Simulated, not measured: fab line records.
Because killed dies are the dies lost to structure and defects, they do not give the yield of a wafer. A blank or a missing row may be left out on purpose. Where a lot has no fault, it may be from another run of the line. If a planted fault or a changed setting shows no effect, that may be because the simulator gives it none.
Struck lot and sound lot, side by side | flow nandHarc | 15 out of 1302 route steps
Sound: these wafers, L643.3, L643.4, L643.6. The struck wafers were L636.3, L636.5. At the end, the cause is stated.
At each step with rows: each side's tool, then ch and its chambers, then its first start. Under that, the readings that differ: sound wafers | struck wafers | difference of the means | sigmas: that difference in standard deviations of wafers without a fault.
alike: a reading whose means differ by less than 2 such deviations, as well as words and numbers matching on both sides. not compared: withheld readings; readings where some wafer has no value; bounds like >300 that might hide an equal value; numbers whose values overlap and for which the record gives no deviation.
A row with sigmas, a row that says differs or no value, or rows on one side alone: a step with any of these is where the two part. Non-overlapping numbers with no deviation appear without sigmas and do not part them. Lack of a reading on every wafer of one side parts them only where that side has two or more wafers.

NHARC_A_BLC_INSPECT_12:
  sound on defectInspect-01, day 28 05:47; struck on defectInspect-02, day 24 19:36
  alike: rawDefectCount
NHARC_A_BLC_DESCUM_15: chemistry O2, time 3 s.
  sound on rieDiel-11 ch 0,2, day 28 05:51; struck on rieDiel-07 ch 0,2, day 24 19:41
reading              | sound                | struck        | difference | sigmas
throttleValvePct (%) | 11.317 11.322 11.319 | 11.301 11.295 | -0.021     | -2
  alike: drypumpMotorCurrentA, oesProductAu, rfVppV, showerheadPlenumPTorr
  not compared: rfHoursCounterH
NHARC_A_BLC_ETCH_16: etches the open film in CF4, target depth 39 nm, time 65 s.
  sound on rieDiel-11 ch 0,1,2, day 28 05:56; struck on rieDiel-07 ch 0,2, day 24 19:45
  alike: drypumpMotorCurrentA, oesProductAu, rfVppV, showerheadPlenumPTorr, throttleValvePct
  not compared: rfHoursCounterH
then, 2 steps without rows for these wafers: NHARC_A_BLC_ETCH_17 (etches the open film in N2/H2, target depth 390 nm, time 609.38 s); NHARC_A_BLC_ETCH_18 (etches the open film in C4F8/O2/Ar, target depth 910 nm).
NHARC_A_BLC_CD_MEAS_19:
  sound on cdSem-02, day 28 06:49; struck on cdSem-01, day 24 20:37
  alike: cdNm
NHARC_A_BLC_STRIP_29: strips in CF4.
  sound on rieDiel-11 ch 0,1,2, day 28 06:55; struck on rieDiel-11 ch 2,3, day 24 20:41
  alike: drypumpMotorCurrentA, oesProductAu, rfVppV, showerheadPlenumPTorr, throttleValvePct
  not compared: rfHoursCounterH
then, 2 steps without rows for these wafers: NHARC_A_BLC_STRIP_21 (strips in O2); NHARC_A_BLC_STRIP_22 (strips in post etch residue remover, time 600 s).
NHARC_A_BLC_DEGAS_30: time 60 s.
  sound on pvdSputter-02, day 28 07:29; struck on pvdSputter-01, day 24 21:14
  alike: heaterPowerW
then, 2 steps without rows for these wafers: NHARC_A_BLC_PRE_CLEAN_31 (time 15 s); NHARC_A_BLC_PVD_32 (deposits Ti, target thk 5 nm, time 17.7 s).
NHARC_A_BLC_ALD_23: deposits TiN, target thk 3 nm, pulse time 1 s, ald cycles 150.
  sound on aldMetal-02 ch 0,1,2, day 28 07:45; struck on aldMetal-03 ch 0,1, day 24 21:29
reading   | sound       | struck | difference | sigmas
aldCycles | 150 150 150 | 74 74  | -76        | 
  alike: heaterPowerOuterW, heaterPowerW, precursorPulseHeightRel
NHARC_A_BLC_CVD_24: deposits W, target thk 150 nm, time 434 s.
  sound: cvdW-02 ch 0,1; struck: cvdW-01 ch 0
reading          | sound       | struck  | difference | sigmas
heaterPowerW (W) | 451 456 446 | 385 390 | -64        | -2
  alike: heaterPowerOuterW, throttleValvePct
NHARC_END_SORT_01:
  at this point the record logs the struck wafers (prober-02 ch 0, day 26 17:19) and has no rows for the sound ones

== WHERE THEY PART ==
At NHARC_A_BLC_DESCUM_15 first; at NHARC_END_SORT_01 last (within this record only).

WHY: what the simulator had put in
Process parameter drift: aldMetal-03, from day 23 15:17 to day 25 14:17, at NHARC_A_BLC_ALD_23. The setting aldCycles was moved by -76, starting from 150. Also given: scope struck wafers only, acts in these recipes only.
